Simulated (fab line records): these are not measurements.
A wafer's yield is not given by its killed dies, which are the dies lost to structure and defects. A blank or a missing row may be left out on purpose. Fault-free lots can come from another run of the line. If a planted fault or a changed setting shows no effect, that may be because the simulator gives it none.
fab line records	flow n5-finfet
[record] lots = 7	wafers = 21
route steps=1938 shown ZERO_LAYER@6 WELL_APT@21 FIN_CUT@155 SD_EPI_N@263
start-h: hours from the record's opening day to when the first of the lot's shown wafers began	wait-h: hours elapsed since this lot's preceding step	" as in the row above	L1.1+2: several wafers, shown together as one row	- no value present, or no start provided	* or withheld: withheld	< > ~ a bound
route shown NAME@n: a module of which the file shows steps, and the number in the route of the first	usual: mean/standard deviation taken from wafers without a fault	same: alike in all rows	chamber/n: place in a boat	sites: the reading at each site	_std_site: their standard deviation	_edge_site: outer sites' mean less inner sites'	radius-mm: how far each site lies from the wafer's centre	mask NAME#n: copy n	behind: tool/chamber where the wafer was last shaped	hold: cause of the lot's hold/its duration in hours/its outcome	device: whichever transistor did not switch (one of n, p or np)	end of line: the tests these same wafers got at the end of their route	a step given without rows: its recipe and nothing more	killed: the dies lost at the first sort to structure and to defects; this is not the yield of the wafer	map: a wafer's dies, x killed, . not, _ none there
set.NAME: the setting the step ran with; set.NAME@STEP: the setting that earlier step ran with	model.NAME: the simulator's own value behind a step, which no gauge read
one table per step and one row per wafer, for lots whose settings were changed on purpose
[[steps]]
[step N5_ZERO_LAYER_COAT_05]
[recipe] spin-rpm = 1500	resist-thk-nm = 1000
lot.wafer	tool	chamber	start-h	wait-h	set.spin-rpm	model.coat_of_ZERO_LAYER_COAT_05.thk-nm
L076.2	litho-track-02	0	-	-	1500	998.1
L076.5	"	0	"	"	1500	1003
L076.6	"	0	"	"	1500	998.8
L077.1+2	litho-track-02	0	-	-	1500	1001
L077.4	"	0	"	"	1500	1003
L082.1	litho-track-01	0	-	-	1500	1005
L082.4	"	0	"	"	1500	999.2
L082.5	"	0	"	"	1577	975.2
L083.2	litho-track-01	0	-	-	1500	1005
L083.3	"	0	"	"	1500	1004
L083.5	"	0	"	"	1458	1019
L090.1	litho-track-03	0	-	-	1591	973.6
L090.2	"	0	"	"	1591	975.3
L090.5	"	0	"	"	1500	998.3
L094.3+4	litho-track-03	0	-	-	1500	997.1
L094.6	"	0	"	"	1500	992.3
L096.1	litho-track-02	0	-	-	1500	1002
L096.2+5	"	0	"	"	1500	1004
[step N5_ZERO_LAYER_ETCH_18]
[recipe] chemistry = HBr/Cl2	target = Si	target-depth-a = 1200	time-s = 40	pressure-mtorr = 10	icp-w = 800	bias-w = 75	HBr_flow_sccm = 150	Cl2_flow_sccm = 80
lot.wafer	tool	chamber	start-h	wait-h	set.bias-w	set.spin-rpm@ZERO_LAYER_COAT_05	model.coat_of_ZERO_LAYER_COAT_05.thk-nm
L076.2	rie-si-04	3	24.93	0.0	75	1500	927.2
L076.5	"	1	"	"	75	1500	932.2
L076.6	"	2	"	"	75	1500	929.7
L077.1	rie-si-01	1	31.08	0.0	75	1500	930.4
L077.2	"	3	"	"	75	1500	930.7
L077.4	"	2	"	"	75	1500	935.3
L082.1	rie-si-01	3	60.92	0.0	75	1500	936.9
L082.4	"	0	"	"	75	1500	928.2
L082.5	"	2	"	"	75	1577	907.1
L083.2	rie-si-04	1	66.90	0.0	75	1500	936.1
L083.3	"	0	"	"	63.14	1500	938
L083.5	"	0	"	"	75	1458	950.2
L090.1	rie-si-04	0	108.91	0.0	79.63	1591	903.2
L090.2	"	2	"	"	79.63	1591	906.3
L090.5	"	0	"	"	75	1500	928.7
L094.3	rie-si-02	0	132.92	0.0	75	1500	926.3
L094.4	"	2	"	"	81.26	1500	927.7
L094.6	"	2	"	"	81.26	1500	922.9
L096.1	rie-si-01	0	144.79	0.0	88.24	1500	927.8
L096.2	"	1	"	"	88.24	1500	931.5
L096.5	"	0	"	"	75	1500	933.4
[step N5_ZERO_LAYER_STRIP_24]
[recipe] chemistry = O2	power-w = 1000	temp-c = 250	overash-fraction = 0.3	pressure-mtorr = 1000	o2-flow-sccm = 6750
[usual] strip-time-to-endpoint-s = 43.88/0.088
lot.wafer	tool	chamber	start-h	wait-h	set.spin-rpm@ZERO_LAYER_COAT_05	strip-time-to-endpoint-s
L076.2	plasma-asher-01	0	25.04	0.1	1500	43.76
L076.5	"	0	"	"	1500	43.88
L076.6	"	1	"	"	1500	43.82
L077.1	plasma-asher-02	0	31.19	0.1	1500	43.85
L077.2	"	1	"	"	1500	43.87
L077.4	"	0	"	"	1500	43.99
L082.1	plasma-asher-02	0	61.02	0.1	1500	44.04
L082.4	"	1	"	"	1500	43.79
L082.5	"	0	"	"	1577	43.12
L083.2	plasma-asher-02	1	67.00	0.1	1500	44.03
L083.3	"	1	"	"	1500	44.08
L083.5	"	1	"	"	1458	44.44
L090.1	plasma-asher-01	0	109.02	0.1	1591	43.05
L090.2	"	1	"	"	1591	43.12
L090.5	"	1	"	"	1500	43.80
L094.3	plasma-asher-02	0	133.04	0.1	1500	43.72
L094.4	"	1	"	"	1500	43.78
L094.6	"	1	"	"	1500	43.62
L096.1	plasma-asher-01	0	144.89	0.1	1500	43.79
L096.2	"	1	"	"	1500	43.88
L096.5	"	0	"	"	1500	43.96
[step N5_WELL_APT_COAT_02]
[recipe] spin-rpm = 1357	resist-thk-nm = 950
lot.wafer	tool	chamber	start-h	wait-h	set.spin-rpm	model.coat_of_WELL_APT_COAT_02.thk-nm
L076.2	litho-track-05	0	-	-	1357	949.6
L076.5	"	0	"	"	1357	944.9
L076.6	"	0	"	"	1357	949.7
L077.1	litho-track-05	0	-	-	1357	949.6
L077.2	"	0	"	"	1357	950.9
L077.4	"	0	"	"	1357	950.6
L082.1	litho-track-01	0	-	-	1272	979.6
L082.4+5	"	0	"	"	1357	944.6
L083.2	litho-track-04	0	-	-	1446	918.3
L083.3	"	0	"	"	1446	921.9
L083.5	"	0	"	"	1357	948.3
L090.1	litho-track-01	0	-	-	1357	950.5
L090.2	"	0	"	"	1357	952.9
L090.5	"	0	"	"	1357	949.5
L094.3	litho-track-01	0	-	-	1357	950.7
L094.4	"	0	"	"	1357	950.5
L094.6	"	0	"	"	1357	946.6
L096.1	litho-track-05	0	-	-	1232	998.7
L096.2	"	0	"	"	1232	997.1
L096.5	"	0	"	"	1232	999.7
[step N5_FIN_CUT_COAT_19]
[recipe] resist = SiARC	temp-c = 220	time-s = 60	spin-rpm = 1500	resist-thk-nm = 20
lot.wafer	tool	chamber	start-h	wait-h	set.spin-rpm	model.SiARC_of_FIN_CUT_COAT_19.thk-nm
L076.2+5+6	litho-track-03	0	-	-	1500	20
L077.1	litho-track-04	0	-	-	1500	20
L077.2+4	"	0	"	"	1500	19.8
L082.1+4	litho-track-05	0	-	-	1500	20.2
L082.5	"	0	"	"	1500	20
L083.2+3+5	litho-track-03	0	-	-	1500	20
L090.1+5	litho-track-05	0	-	-	1500	20
L090.2	"	0	"	"	1563	19.6
L094.3+4	litho-track-03	0	-	-	1379	20.8
L094.6	"	0	"	"	1500	20
L096.1	litho-track-03	0	-	-	1361	21
L096.2+5	"	0	"	"	1500	20
[step N5_FIN_CUT_EXPOSE_05]
[recipe] mask-id = FIN_CUT	na = 0.33	source-shape = annular	sigma-inner = 0.35	sigma-outer = 0.8	polarization = unpolarized	dose-mj = 45.75
lot.wafer	tool	chamber	start-h	wait-h	mask	set.dose-mj
L076.2+5+6	euv-scanner-01	0	38.33	-	FIN_CUT#0	45.75
L077.1	euv-scanner-01	0	46.09	-	FIN_CUT#0	43.22
L077.2+4	"	0	"	"	FIN_CUT#0	45.75
L082.1+5	euv-scanner-02	0	75.54	-	FIN_CUT#0	45.75
L082.4	"	0	"	"	FIN_CUT#0	42.69
L083.2+5	euv-scanner-02	0	80.69	-	FIN_CUT#0	45.75
L083.3	"	0	"	"	FIN_CUT#0	48.36
L090.1+2	euv-scanner-01	0	123.39	-	FIN_CUT#0	44.16
L090.5	"	0	"	"	FIN_CUT#0	45.75
L094.3+4+6	euv-scanner-02	0	146.60	-	FIN_CUT#0	45.75
L096.1+5	euv-scanner-01	0	159.86	-	FIN_CUT#0	45.75
L096.2	"	0	"	"	FIN_CUT#0	47.76
[step N5_FIN_CUT_PEB_06]
[recipe] peb-temp-c = 100	peb-time-s = 60	resist = CAR-EUV
[step N5_FIN_CUT_DEVELOP_07]
[recipe] develop-time-s = 30	developer = TMAH	resist = CAR-EUV	rinse-liquid = surfactant-rinse	dry = air-spin	dev-temp-c = 23
[step N5_FIN_CUT_CD_MEAS_08]
[recipe] target-cd-nm = 29.1	landing-energy-ev = 500	detector = se-inlens	polarity = opening
[usual] cd-nm = 29.04/0.25
lot.wafer	tool	chamber	start-h	wait-h	set.dose-mj@FIN_CUT_EXPOSE_05	cd-nm
L076.2	cd-sem-02	0	38.46	-	45.75	29.07
L076.5	"	0	"	"	45.75	29.02
L076.6	"	0	"	"	45.75	29.26
L077.1	cd-sem-03	0	46.23	-	43.22	27.51
L077.2	"	0	"	"	45.75	28.90
L077.4	"	0	"	"	45.75	29.32
L082.1	cd-sem-02	0	75.67	-	45.75	29.19
L082.4	"	0	"	"	42.69	27.69
L082.5	"	0	"	"	45.75	28.70
L083.2	cd-sem-01	0	80.82	-	45.75	29.17
L083.3	"	0	"	"	48.36	29.86
L083.5	"	0	"	"	45.75	28.87
L090.1	cd-sem-01	0	123.53	-	44.16	28.35
L090.2	"	0	"	"	44.16	28.33
L090.5	"	0	"	"	45.75	28.56
L094.3	cd-sem-03	0	146.72	-	45.75	29.12
L094.4	"	0	"	"	45.75	29.28
L094.6	"	0	"	"	45.75	29.01
L096.1	cd-sem-01	0	159.99	-	45.75	29.14
L096.2	"	0	"	"	47.76	29.64
L096.5	"	0	"	"	45.75	29.07
[step N5_FIN_CUT_DESCUM_13]
[recipe] chemistry = O2	time-s = 7	source-power-w = 50	bias-power-w = 20	pressure-mtorr = 20	rf-frequency-hz = 2.712e+07	temp-c = 40	resist = CAR-EUV	o2-flow-sccm = 225
[step N5_FIN_CUT_ETCH_30]
[recipe] chemistry = N2/H2	target = underlayer	target-depth-a = 130	mask-material = CAR-EUV	time-s = 10.4	ion-energy-ev = 200	pressure-mtorr = 30	source-w = 840	bias-w = 150	n2-flow-sccm = 200	h2-flow-sccm = 200	ends = cleared
lot.wafer	tool	chamber	start-h	wait-h	set.dose-mj@FIN_CUT_EXPOSE_05	model.FIN_CUT.cd-offset-nm
L076.2+5	rie-diel-02	2,1	38.65	0.0	45.75	0
L076.6	"	2	"	"	45.75	0.2
L077.1	rie-diel-03	2	46.39	0.0	43.22	-0.8
L077.2	"	1	"	"	45.75	-0.2
L077.4	"	3	"	"	45.75	0
L082.1+5	rie-diel-01	0,3	75.83	0.0	45.75	-0.2
L082.4	"	2	"	"	42.69	-1.2
L083.2	rie-diel-01	1	80.98	0.0	45.75	0.2
L083.3	"	0	"	"	48.36	0.8
L083.5	"	0	"	"	45.75	0
L090.1	rie-diel-02	3	123.69	0.0	44.16	-0.8
L090.2	"	1	"	"	44.16	-0.6
L090.5	"	3	"	"	45.75	-0.4
L094.3+4+6	rie-diel-01	2,0,0	146.87	0.0	45.75	0
L096.1	rie-diel-01	2	160.15	0.0	45.75	-0.2
L096.2	"	0	"	"	47.76	0.8
L096.5	"	1	"	"	45.75	0
[step N5_FIN_CUT_ETCH_20]
[recipe] chemistry = CF4	target = SiARC	target-depth-a = 260	mask-material = CAR-EUV	time-s = 43.3	ion-energy-ev = 80	pressure-mtorr = 40	source-w = 545	bias-w = 36	Ar_flow_sccm = 100	cf4-flow-sccm = 100	ends = cleared
lot.wafer	tool	chamber	start-h	wait-h	set.spin-rpm@FIN_CUT_COAT_19	set.dose-mj@FIN_CUT_EXPOSE_05	model.etch.depth-nm	model.FIN_CUT.cd-offset-nm
L076.2	rie-diel-02	2	38.67	0.0	1500	45.75	19.97	0
L076.5	"	1	"	"	1500	45.75	19.96	0
L076.6	"	2	"	"	1500	45.75	20.02	0.2
L077.1	rie-diel-03	2	46.41	0.0	1500	43.22	20.01	-0.6
L077.2	"	1	"	"	1500	45.75	19.87	-0.4
L077.4	"	3	"	"	1500	45.75	19.9	-0.2
L082.1	rie-diel-01	0	75.85	0.0	1500	45.75	20.15	-0.2
L082.4	"	2	"	"	1500	42.69	20.12	-1.2
L082.5	"	3	"	"	1500	45.75	20.09	-0.4
L083.2	rie-diel-01	1	81.00	0.0	1500	45.75	19.96	0.2
L083.3	"	0	"	"	1500	48.36	20.03	1
L083.5	"	0	"	"	1500	45.75	20.03	0.2
L090.1	rie-diel-02	3	123.71	0.0	1500	44.16	19.98	-0.6
L090.2	"	1	"	"	1563	44.16	19.6	-0.6
L090.5	"	3	"	"	1500	45.75	19.99	-0.2
L094.3	rie-diel-01	2	146.89	0.0	1379	45.75	20.81	0
L094.4	"	0	"	"	1379	45.75	20.79	0
L094.6	"	0	"	"	1500	45.75	19.97	0
L096.1	rie-diel-01	2	160.17	0.0	1361	45.75	21.03	-0.2
L096.2	"	0	"	"	1500	47.76	20.08	0.6
L096.5	"	1	"	"	1500	45.75	20.03	-0.2
[step N5_FIN_CUT_ETCH_21]
[recipe] chemistry = N2/H2	target = SOC	target-depth-a = 2190	overetch-a = 438	mask-material = SiARC	temp-c = 40	ion-energy-ev = 100	bias-w = 61	time-s = 523.5	pressure-mtorr = 30	source-w = 850	n2-flow-sccm = 200	h2-flow-sccm = 200
lot.wafer	tool	chamber	start-h	wait-h	set.spin-rpm@FIN_CUT_COAT_19	model.SiARC_of_FIN_CUT_COAT_19.thk-nm
L076.2+6	rie-diel-02	2	38.71	0.0	1500	12.2
L076.5	"	1	"	"	1500	12
L077.1	rie-diel-03	2	46.45	0.0	1500	11.8
L077.2	"	1	"	"	1500	12
L077.4	"	3	"	"	1500	12.2
L082.1	rie-diel-01	0	75.89	0.0	1500	12
L082.4	"	2	"	"	1500	12.2
L082.5	"	3	"	"	1500	11.6
L083.2+3+5	rie-diel-01	1,0,0	81.03	0.0	1500	11.8
L090.1+5	rie-diel-02	3	123.74	0.0	1500	11.8
L090.2	"	1	"	"	1563	11.4
L094.3	rie-diel-01	2	146.93	0.0	1379	12.8
L094.4	"	0	"	"	1379	12.6
L094.6	"	0	"	"	1500	11.8
L096.1	rie-diel-01	2	160.21	0.0	1361	13.2
L096.2	"	0	"	"	1500	11.8
L096.5	"	1	"	"	1500	12
[step N5_SD_EPI_N_COAT_33]
[recipe] resist = SiARC	temp-c = 220	time-s = 60	spin-rpm = 1500	resist-thk-nm = 35
lot.wafer	tool	chamber	start-h	wait-h	set.spin-rpm	model.SiARC_of_SD_EPI_N_COAT_33.thk-nm
L076.2+5+6	litho-track-05	0	-	-	1500	35.2
L077.1+2+4	litho-track-05	0	-	-	1500	35.2
L082.1+4	litho-track-01	0	-	-	1378	36.6
L082.5	"	0	"	"	1500	35
L083.2+5	litho-track-01	0	-	-	1500	35
L083.3	"	0	"	"	1598	33.8
L090.1+2	litho-track-04	0	-	-	1333	37
L090.5	"	0	"	"	1500	35
L094.3	litho-track-01	0	-	-	1500	35
L094.4+6	"	0	"	"	1353	36.8
L096.1	litho-track-05	0	-	-	1448	35.6
L096.2	"	0	"	"	1500	35
L096.5	"	0	"	"	1448	35.8
[[key]]
[split] step = N5_ZERO_LAYER_COAT_05	setting = spin-rpm	stated = 1500	by = wafer
[response] step = N5_ZERO_LAYER_COAT_05	reading = model.coat_of_ZERO_LAYER_COAT_05.thk-nm	change = -4.57	per = 1%	r = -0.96
[response] step = N5_ZERO_LAYER_ETCH_18	reading = model.coat_of_ZERO_LAYER_COAT_05.thk-nm	change = -4.41	per = 1%	r = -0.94
[response] step = N5_ZERO_LAYER_STRIP_24	reading = strip-time-to-endpoint-s	change = *	per = 1%	r = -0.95
[split] step = N5_ZERO_LAYER_ETCH_18	setting = bias-w	stated = 75	by = wafer
response none clear
[split] step = N5_WELL_APT_COAT_02	setting = spin-rpm	stated = 1357	by = wafer
[response] step = N5_WELL_APT_COAT_02	reading = model.coat_of_WELL_APT_COAT_02.thk-nm	change = -4.91	per = 1%	r = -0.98
[split] step = N5_FIN_CUT_COAT_19	setting = spin-rpm	stated = 1500	by = wafer
[response] step = N5_FIN_CUT_COAT_19	reading = model.SiARC_of_FIN_CUT_COAT_19.thk-nm	change = -0.103	per = 1%	r = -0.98
[response] step = N5_FIN_CUT_ETCH_20	reading = model.etch.depth-nm	change = -0.103	per = 1%	r = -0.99
[response] step = N5_FIN_CUT_ETCH_21	reading = model.SiARC_of_FIN_CUT_COAT_19.thk-nm	change = -0.124	per = 1%	r = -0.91
[split] step = N5_FIN_CUT_EXPOSE_05	setting = dose-mj	stated = 45.75	by = wafer
[response] step = N5_FIN_CUT_CD_MEAS_08	reading = cd-nm	change = +0.181	per = 1%	r = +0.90
[response] step = N5_FIN_CUT_ETCH_30	reading = model.FIN_CUT.cd-offset-nm	change = +0.14	per = 1%	r = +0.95
[response] step = N5_FIN_CUT_ETCH_20	reading = model.FIN_CUT.cd-offset-nm	change = +0.123	per = 1%	r = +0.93
[split] step = N5_SD_EPI_N_COAT_33	setting = spin-rpm	stated = 1500	by = wafer
[response] step = N5_SD_EPI_N_COAT_33	reading = model.SiARC_of_SD_EPI_N_COAT_33.thk-nm	change = -0.185	per = 1%	r = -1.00
